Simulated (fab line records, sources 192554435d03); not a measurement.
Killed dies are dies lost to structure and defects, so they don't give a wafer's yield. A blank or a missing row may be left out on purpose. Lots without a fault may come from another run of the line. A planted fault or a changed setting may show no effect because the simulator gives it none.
Chamber matching | flow n5_finfet | N5_SDB_ETCH_25 on rie_diel-06: 4 sister chambers
The step etches SiO2 in C4F6/O2, target depth 10 nm, time 3.3 s. 20 wafers are shown with their chamber, then 10 later ones without.

WAFERS WITH THEIR CHAMBER
wafer  | chamber | drypump_motor_current_A (A) | showerhead_plenum_p_Torr (Torr) | throttle_valve_pct (%)
L076.1 | 1       | 6.2                         | 3.04                            | 21.27
L076.2 | 2       | 5.8                         | 2.83                            | 21.31
L076.4 | 0       | 4.8                         | 3.01                            | 21.28
L079.3 | 0       | 4.8                         | 3.01                            | 21.28
L079.4 | 3       | 5.7                         | 2.94                            | 21.57
L079.6 | 1       | 6.3                         | 3.04                            | 21.27
L081.2 | 2       | 5.8                         | 2.83                            | 21.33
L081.3 | 3       | 5.7                         | 2.94                            | 21.56
L081.4 | 1       | 6.3                         | 3.03                            | 21.27
L085.1 | 3       | 5.7                         | 2.93                            | 21.58
L085.3 | 0       | 4.8                         | 3.00                            | 21.28
L085.5 | 0       | 4.8                         | 3.00                            | 21.29
L087.1 | 1       | 6.2                         | 3.03                            | 21.26
L087.3 | 3       | 5.7                         | 2.93                            | 21.57
L087.6 | 2       | 5.8                         | 2.82                            | 21.34
L088.1 | 3       | 5.7                         | 2.93                            | 21.60
L088.4 | 3       | 5.7                         | 2.93                            | 21.58
L088.6 | 1       | 6.2                         | 3.03                            | 21.29
L090.1 | 2       | 5.8                         | 2.82                            | 21.36
L090.3 | 3       | 5.7                         | 2.93                            | 21.60

SIGNATURES (means of the wafers above)
reading                  | chamber 0 | chamber 1 | chamber 2 | chamber 3 | scatter within a chamber
drypump_motor_current_A  | 4.800     | 6.240     | 5.800     | 5.700     | 0.0274
showerhead_plenum_p_Torr | 3.0050    | 3.0340    | 2.8250    | 2.9329    | 0.00538
throttle_valve_pct       | 21.2825   | 21.2720   | 21.3350   | 21.5800   | 0.0143
Rule: a wafer's distance from a chamber is the root of the sum, over the readings, of the square of ((its reading less the chamber's mean) divided by the reading's scatter). The wafer belongs to the nearest chamber; if the next one is less than 2 further off, it can't be placed. The scatter: the root of (the sum of the squares of (reading less its chamber's mean) over the shown wafers, divided by (wafers less chambers)).

WAFERS WITHOUT THEIR CHAMBER
wafer  | drypump_motor_current_A (A) | showerhead_plenum_p_Torr (Torr) | throttle_valve_pct (%)
L090.4 | 4.8                         | 3.00                            | 21.29
L093.1 | 5.7                         | 2.92                            | 21.61
L093.3 | 5.8                         | 2.82                            | 21.37
L093.4 | 6.3                         | 3.02                            | 21.31
L096.1 | 6.2                         | 3.02                            | 21.33
L096.4 | 4.8                         | 2.99                            | 21.31
L096.5 | 6.2                         | 3.02                            | 21.31
L097.1 | 6.3                         | 3.02                            | 21.32
L097.3 | 4.8                         | 2.99                            | 21.32
L097.5 | 5.8                         | 2.81                            | 21.38

WHICH CHAMBER EACH WENT THROUGH
wafer  | from the rows above | in truth
L090.4 | 0                   | 0
L093.1 | 3                   | 3
L093.3 | 2                   | 2
L093.4 | 1                   | 1
L096.1 | 1                   | 1
L096.4 | 0                   | 0
L096.5 | 1                   | 1
L097.1 | 1                   | 1
L097.3 | 0                   | 0
L097.5 | 2                   | 2
Placed correctly: 10 of 10. Can't be placed from these rows: 0. Placed wrongly: 0.
